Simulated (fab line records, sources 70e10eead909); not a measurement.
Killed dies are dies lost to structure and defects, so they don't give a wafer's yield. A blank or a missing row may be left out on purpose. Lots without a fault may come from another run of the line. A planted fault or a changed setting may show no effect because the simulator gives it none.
Which tool did it? | flow nand_harc | 12 lots, 32 wafers sampled, at 5 steps of a route of 1302

WHAT THE GAUGES READ, wafer by wafer
NHARC_END_SORT_01. Usual: killed_at_array 62, standard deviation 16; killed_at_other 0.8, standard deviation 1.1; killed_at_periphery 4, standard deviation 3.2; killed_dies 67, standard deviation 16; killed_open 3.5, standard deviation 1.9; killed_short 2.1, standard deviation 1.5.
lot  | measured     | on        | killed_at_array | killed_at_other | killed_at_periphery | killed_dies | killed_open | killed_short | flag
L499 | day 32 15:25 | prober-01 | 55              | 0               | 2                   | 57          | 2           | 2            |

WHICH TOOL RAN EACH LOT (tool, then ch and the chambers of the sampled wafers, then the start)
lot  | NHARC_A_CHANNEL_HOLE_D1_ETCH_25  | NHARC_A_CHANNEL_HOLE_D1_STRIP_27              | NHARC_A_CHANNEL_FILL_D1_STRIP_28   | NHARC_A_DECK1_JOINT_ETCHBACK_07
L482 | har_etch-02 ch 0,1, day 9 06:12  | rie_diel-02 ch 1,2,3, day 10 11:05 or earlier | rie_diel-07 ch 0,1,2, day 10 11:05 | rie_si-01 ch 0,1,2, day 11 10:34
L483 | har_etch-01 ch 0,1, day 9 15:34  | rie_diel-06 ch 2,3, day 10 19:25 or earlier   | rie_diel-07 ch 0,1,2, day 10 19:25 | rie_si-02 ch 1,2, day 11 19:01
L484 | har_etch-02 ch 0,1, day 9 18:45  | rie_diel-04 ch 0,1,2, day 10 19:25 or earlier | rie_diel-10 ch 1,3, day 10 19:25   | rie_si-01 ch 0,2,3, day 11 19:02
L486 | har_etch-01 ch 0,1, day 10 14:17 | rie_diel-06 ch 1,3, day 11 17:38 or earlier   | rie_diel-09 ch 0,2,3, day 11 17:38 | rie_si-01 ch 0,1,2, day 12 17:27
L487 | har_etch-02 ch 0,1, day 11 06:14 | rie_diel-06 ch 0,3, day 12 13:50 or earlier   | rie_diel-10 ch 0,2,3, day 12 13:50 | rie_si-05 ch 1,2, day 13 13:55
L488 | har_etch-01 ch 0,1, day 11 06:41 | rie_diel-06 ch 1,3, day 12 13:49 or earlier   | rie_diel-07 ch 2,3, day 12 13:49   | rie_si-02 ch 1,2, day 13 13:53
L491 | har_etch-01 ch 0,1, day 12 18:01 | rie_diel-06 ch 0,2, day 13 20:56 or earlier   | rie_diel-07 ch 0,2, day 13 20:56   | rie_si-05 ch 1,2, day 14 20:37
L498 | har_etch-01 ch 1, day 15 13:16   | rie_diel-04 ch 3, day 16 22:53 or earlier     | rie_diel-09 ch 0, day 16 22:53     | rie_si-01 ch 3, day 17 22:56
L499 | har_etch-01 ch 0, day 16 07:38   | rie_diel-06 ch 3, day 17 11:25 or earlier     | rie_diel-10 ch 2, day 17 11:25     | rie_si-01 ch 1, day 18 14:31
L502 | har_etch-01 ch 0,1, day 17 05:10 | rie_diel-02 ch 0,1,3, day 18 09:06 or earlier | rie_diel-07 ch 0,1,2, day 18 09:06 | rie_si-05 ch 0,1,3, day 19 08:41
L501 | har_etch-02 ch 0,1, day 17 19:17 | rie_diel-04 ch 0,1,3, day 18 23:30 or earlier | rie_diel-09 ch 2,3, day 18 23:30   | rie_si-05 ch 0,2,3, day 20 00:28
L503 | har_etch-02 ch 0,1, day 18 07:46 | rie_diel-06 ch 1,2, day 19 12:55 or earlier   | rie_diel-10 ch 1,2, day 19 12:55   | rie_si-02 ch 0,3, day 20 14:10
- NHARC_A_CHANNEL_HOLE_D1_ETCH_25: etches the open film in C4F8/O2/Ar, time 1040.2 s, target depth 1500 nm.
- NHARC_A_CHANNEL_HOLE_D1_STRIP_27: strips in O2.
- NHARC_A_CHANNEL_FILL_D1_STRIP_28: strips in O2, time 20 s.
- NHARC_A_DECK1_JOINT_ETCHBACK_07: etches the open film in HBr, target depth 105 nm, time 26.9 s.

WHAT THE TOOLS THEMSELVES READ (means of the sampled wafers that have a number; where no wafer has one, the mark that the record gives instead)
NHARC_A_CHANNEL_HOLE_D1_ETCH_25. Usual: drypump_motor_current_A 5.83 A, standard deviation 0.12; o2_flow_sccm 31.20 sccm, standard deviation 0.092; showerhead_plenum_p_Torr 3.65 Torr, standard deviation 0.18; throttle_valve_pct 32.235 %, standard deviation 0.0093.
lot  | tool        | drypump_motor_current_A (A) | o2_flow_sccm (sccm) | showerhead_plenum_p_Torr (Torr) | throttle_valve_pct (%) | flag
L482 | har_etch-02 | 5.81                        | 31.18               | 3.42                            | 32.242                 |
L483 | har_etch-01 | 5.92                        | 31.27               | 3.65                            | 32.230                 |
L484 | har_etch-02 | 5.74                        | 31.19               | 3.41                            | 32.241                 |
L486 | har_etch-01 | 5.86                        | 31.15               | 3.68                            | 32.237                 |
L487 | har_etch-02 | 5.80                        | 31.22               | 3.41                            | 32.239                 |
L488 | har_etch-01 | 5.87                        | 31.14               | 3.67                            | 32.240                 |
L491 | har_etch-01 | 5.91                        | 31.18               | 3.62                            | 32.237                 |
L498 | har_etch-01 | 5.98                        | 31.09               | 3.56                            | 32.228                 |
L499 | har_etch-01 | 5.84                        | 31.16               | 3.67                            | 32.240                 |
L502 | har_etch-01 | 5.87                        | 31.29               | 3.62                            | 32.241                 |
L501 | har_etch-02 | 5.78                        | 31.24               | 3.91                            | 32.234                 |
L503 | har_etch-02 | 5.75                        | 31.21               | 3.89                            | 32.234                 |

NHARC_A_CHANNEL_HOLE_D1_STRIP_27. Usual: drypump_motor_current_A 5.8 A, standard deviation 0.38; o2_flow_sccm 500.0 sccm, standard deviation 1.4; oes_product_au 1.000 a.u., standard deviation 0.0089; rf_vpp_V 57.8 V, standard deviation 0.97; showerhead_plenum_p_Torr 3.47 Torr, standard deviation 0.13; throttle_valve_pct 17.036 %, standard deviation 0.0089.
lot  | tool        | drypump_motor_current_A (A) | o2_flow_sccm (sccm) | oes_product_au (a.u.) | rf_vpp_V (V) | showerhead_plenum_p_Torr (Torr) | throttle_valve_pct (%) | flag
L482 | rie_diel-02 | 5.7                         | 500.6               | 0.982                 | 59.1         | 3.63                            | 17.033                 |
L483 | rie_diel-06 | 5.9                         | 498.5               | 1.005                 | 57.8         | 3.40                            | 17.043                 |
L484 | rie_diel-04 | 5.7                         | 500.5               | 0.997                 | 58.2         | 3.66                            | 17.034                 |
L486 | rie_diel-06 | 6.0                         | 498.8               | 0.999                 | 58.4         | 3.50                            | 17.027                 |
L487 | rie_diel-06 | 6.2                         | 498.0               | 0.998                 | 56.8         | 3.40                            | 17.036                 |
L488 | rie_diel-06 | 5.8                         | 500.0               | 0.989                 | 58.5         | 3.53                            | 17.030                 |
L491 | rie_diel-06 | 5.6                         | 499.9               | 1.002                 | 57.4         | 3.32                            | 17.036                 |
L498 | rie_diel-04 | 5.0                         | 500.1               | 1.014                 | 56.8         | 3.47                            | 17.028                 |
L499 | rie_diel-06 | 6.3                         | 499.9               | 0.997                 | 59.6         | 3.45                            | 17.040                 |
L502 | rie_diel-02 | 5.6                         | 499.7               | 1.010                 | 57.9         | 3.55                            | 17.037                 |
L501 | rie_diel-04 | 5.4                         | 499.5               | 1.000                 | 57.7         | 3.58                            | 17.036                 |
L503 | rie_diel-06 | 5.5                         | 499.1               | 0.999                 | 57.2         | 3.47                            | 17.035                 |

NHARC_A_CHANNEL_FILL_D1_STRIP_28. Usual: drypump_motor_current_A 5.7 A, standard deviation 0.45; o2_flow_sccm 500.1 sccm, standard deviation 1.5; oes_product_au 1.005 a.u., standard deviation 0.0074; rf_vpp_V 57.9 V, standard deviation 0.96; showerhead_plenum_p_Torr 3.54 Torr, standard deviation 0.14; throttle_valve_pct 17.035 %, standard deviation 0.0091.
lot  | tool        | drypump_motor_current_A (A) | o2_flow_sccm (sccm) | oes_product_au (a.u.) | rf_vpp_V (V) | showerhead_plenum_p_Torr (Torr) | throttle_valve_pct (%) | flag
L482 | rie_diel-07 | 5.8                         | 499.9               | 1.004                 | 58.1         | 3.61                            | 17.026                 |
L483 | rie_diel-07 | 5.8                         | 499.6               | 1.004                 | 57.5         | 3.61                            | 17.034                 |
L484 | rie_diel-10 | 5.0                         | 500.8               | 0.994                 | 57.7         | 3.46                            | 17.034                 |
L486 | rie_diel-09 | 6.0                         | 501.0               | 1.006                 | 57.7         | 3.56                            | 17.031                 |
L487 | rie_diel-10 | 5.5                         | 500.6               | 1.005                 | 58.1         | 3.45                            | 17.028                 |
L488 | rie_diel-07 | 5.7                         | 500.3               | 1.010                 | 58.0         | 3.74                            | 17.037                 |
L491 | rie_diel-07 | 5.5                         | 499.1               | 1.002                 | 58.8         | 3.72                            | 17.040                 |
L498 | rie_diel-09 | 5.8                         | 499.2               | 1.010                 | 56.8         | 3.66                            | 17.031                 |
L499 | rie_diel-10 | 5.9                         | 502.1               | 1.005                 | 58.7         | 3.32                            | 17.028                 |
L502 | rie_diel-07 | 5.8                         | 499.4               | 0.999                 | 57.9         | 3.60                            | 17.041                 |
L501 | rie_diel-09 | 6.1                         | 499.1               | 1.005                 | 59.0         | 3.49                            | 17.027                 |
L503 | rie_diel-10 | 5.4                         | 499.8               | 1.000                 | 58.1         | 3.49                            | 17.032                 |

NHARC_A_DECK1_JOINT_ETCHBACK_07. Usual: bias_w 59.98 W, standard deviation 0.19; drypump_motor_current_A 5.9 A, standard deviation 0.52; oes_product_au 1.000 a.u., standard deviation 0.008; rf_fwd_power_W 344.9 W, standard deviation 1.9; run_length_s 48.4 s, standard deviation 0.41; throttle_valve_pct 23.266 %, standard deviation 0.0085.
lot  | tool      | bias_w (W) | drypump_motor_current_A (A) | oes_product_au (a.u.) | rf_fwd_power_W (W) | run_length_s (s) | throttle_valve_pct (%) | flag
L482 | rie_si-01 | 59.83      | 6.3                         | 1.000                 | 344.6              | 48.9             | 23.265                 |
L483 | rie_si-02 | 59.90      | 6.0                         | 1.007                 | 342.3              | 48.3             | 23.259                 |
L484 | rie_si-01 | 60.14      | 5.7                         | 1.005                 | 346.8              | 48.5             | 23.267                 |
L486 | rie_si-01 | 60.10      | 6.3                         | 0.998                 | 344.7              | 48.7             | 23.271                 |
L487 | rie_si-05 | 60.05      | 5.4                         | 0.996                 | 345.1              | 48.2             | 23.262                 |
L488 | rie_si-02 | 59.78      | 6.0                         | 1.008                 | 342.8              | 48.3             | 23.260                 |
L491 | rie_si-05 | 60.19      | 5.6                         | 0.994                 | 345.8              | 48.5             | 23.263                 |
L498 | rie_si-01 | -          | 4.8                         | 1.009                 | -                  | 46.4             | 23.274                 | OFF
L499 | rie_si-01 | -          | 6.4                         | 1.009                 | -                  | 46.7             | 23.287                 | OFF
L502 | rie_si-05 | 60.02      | 5.6                         | 0.996                 | 343.7              | 48.3             | 23.268                 |
L501 | rie_si-05 | 60.05      | 5.5                         | 0.989                 | 344.2              | 48.3             | 23.261                 |
L503 | rie_si-02 | 60.09      | 6.0                         | 0.995                 | 344.9              | 47.9             | 23.266                 |

THE ANSWER, worked out from the rows above alone
Rule: a lot is off if the mean of its wafers that have a number lies more than 3 standard deviations from the usual mean. A lot without any number at a reading at which 4 lots or more have one is off too. The other lots that the step has rows for count as sound. The gauges are gone through in route order, then the tools' own readings, and for those a lot's mean is taken as printed above. The first step at which some lot is off is used, and at that step the reading that is off furthest; a lot without a number counts as furthest.
Off: L498, L499, at NHARC_A_DECK1_JOINT_ETCHBACK_07 (bias_w). Without a number there: L498, L499.
A tool fits if, at that step or a process step before it, it ran every lot that is off, and no sound lot after the first of them. NHARC_A_CHANNEL_HOLE_D1_STRIP_27 gives no start for some lots, so the hours and the order of its lots are those of NHARC_A_CHANNEL_FILL_D1_STRIP_28. One fits: rie_si-01 at NHARC_A_DECK1_JOINT_ETCHBACK_07. Its last sound lot is L486 (day 12 17:27), its first lot that is off L498 (day 17 22:56): a fault that began between those two fits.
The tool's own readings at NHARC_A_DECK1_JOINT_ETCHBACK_07 bear it out: on the lots that are off they differ by more than 5 times the standard deviation of the sound lots' means. run_length_s reads 46.5 s there against 48.4 s on the sound lots.
Blank at NHARC_A_DECK1_JOINT_ETCHBACK_07 on the lots that are off, where sound lots have numbers: bias_w, rf_fwd_power_W.

WHAT THE SIMULATOR HAD PUT IN
Process parameter drift: rie_si-01, from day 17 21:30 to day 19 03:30, at NHARC_A_DECK1_JOINT_ETCHBACK_07. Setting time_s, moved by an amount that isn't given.
Lots struck among those shown: L499, L498. The rule above found the same.
